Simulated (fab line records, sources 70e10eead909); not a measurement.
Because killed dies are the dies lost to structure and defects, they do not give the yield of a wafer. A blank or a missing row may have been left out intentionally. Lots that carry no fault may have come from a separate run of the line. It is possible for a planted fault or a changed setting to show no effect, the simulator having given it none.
The tool behind it: which one? :: flow nandHarc :: 6 lots, 18 wafers sampled, at 5 steps of a route of 1159

== WHAT THE GAUGES READ, wafer by wafer ==
NHARC_END_SORT_01.
lot: L236
measured: day 23 04:27
on: prober-02
killedAtArray: 15 9 13

== TOOL THAT RAN EACH LOT (tool first, then ch and the chambers of the sampled wafers, then the start) ==
lot: L225
NHARC_A_STAIRCASE_ETCH_452: rieDiel-07 ch 0,1,3, day 13 01:07 or earlier
NHARC_A_STAIRCASE_ETCH_294: rieDiel-07 ch 0,2,3, day 13 01:07 or earlier
NHARC_A_STAIRCASE_STRIP_295: rieDiel-07 ch 1,2,3, day 13 01:07 or earlier
NHARC_A_STAIRCASE_DEP_151: pecvd-01 ch 0,1,2, day 13 01:07

lot: L227
NHARC_A_STAIRCASE_ETCH_452: rieDiel-02 ch 0,1,3, day 13 18:51 or earlier
NHARC_A_STAIRCASE_ETCH_294: rieDiel-02 ch 2,3, day 13 18:51 or earlier
NHARC_A_STAIRCASE_STRIP_295: rieDiel-02 ch 1,2,3, day 13 18:51 or earlier
NHARC_A_STAIRCASE_DEP_151: pecvd-04 ch 0,2, day 13 18:51

lot: L229
NHARC_A_STAIRCASE_ETCH_452: rieDiel-07 ch 0,1,3, day 14 17:33 or earlier
NHARC_A_STAIRCASE_ETCH_294: rieDiel-07 ch 1,2, day 14 17:33 or earlier
NHARC_A_STAIRCASE_STRIP_295: rieDiel-07 ch 1,2, day 14 17:33 or earlier
NHARC_A_STAIRCASE_DEP_151: pecvd-04 ch 0,2, day 14 17:33

lot: L236
NHARC_A_STAIRCASE_ETCH_452: rieDiel-06 ch 0,1, day 15 10:08
NHARC_A_STAIRCASE_ETCH_294: rieDiel-06 ch 1,2,3, day 16 08:17 or earlier
NHARC_A_STAIRCASE_STRIP_295: rieDiel-06 ch 0,1, day 16 08:17 or earlier
NHARC_A_STAIRCASE_DEP_151: pecvd-01 ch 1,2, day 16 08:17

lot: L238
NHARC_A_STAIRCASE_ETCH_452: rieDiel-06 ch 0,1,2, day 17 01:15 or earlier
NHARC_A_STAIRCASE_ETCH_294: rieDiel-06 ch 1,2, day 17 01:15 or earlier
NHARC_A_STAIRCASE_STRIP_295: rieDiel-06 ch 0,1,2, day 17 01:15 or earlier
NHARC_A_STAIRCASE_DEP_151: pecvd-01 ch 0,1,2, day 17 01:15

lot: L244
NHARC_A_STAIRCASE_ETCH_452: rieDiel-02 ch 0,2,3, day 18 21:05 or earlier
NHARC_A_STAIRCASE_ETCH_294: rieDiel-02 ch 0,3, day 18 21:05 or earlier
NHARC_A_STAIRCASE_STRIP_295: rieDiel-02 ch 1,2, day 18 21:05 or earlier
NHARC_A_STAIRCASE_DEP_151: pecvd-03 ch 0,1,2, day 18 21:05
- NHARC_A_STAIRCASE_ETCH_452: etches the open film in CF4/O2, target depth 30 nm, overetch 3 nm, time 16.5 s.
- NHARC_A_STAIRCASE_ETCH_294: etches the open film in C4F8/O2/Ar, target depth 4992 nm, time 1212.4 s.
- NHARC_A_STAIRCASE_STRIP_295: strips in O2.
- NHARC_A_STAIRCASE_DEP_151: deposits SiO2, target thk 3800 nm.

== THE ANSWER, worked out from the rows above alone ==
Rule: the usual values come from the lots themselves. Put in order of their means at a reading, lots are off if they are a third of the lots or fewer, leave a main group of 4 or more, and stand apart from it by a gap of 3 or more times the standard deviation of the main group's means; of several such gaps the widest counts. A main group whose means are all the same, to the digits that the tables above print for the reading, isn't used. Also off: a lot with no number at a reading for which 4 or more lots have one. All remaining lots with rows at the step are treated as sound.
Across all readings shown, no lot is off: no conclusion can be drawn from this.

== WHAT WAS PUT IN BY THE SIMULATOR ==
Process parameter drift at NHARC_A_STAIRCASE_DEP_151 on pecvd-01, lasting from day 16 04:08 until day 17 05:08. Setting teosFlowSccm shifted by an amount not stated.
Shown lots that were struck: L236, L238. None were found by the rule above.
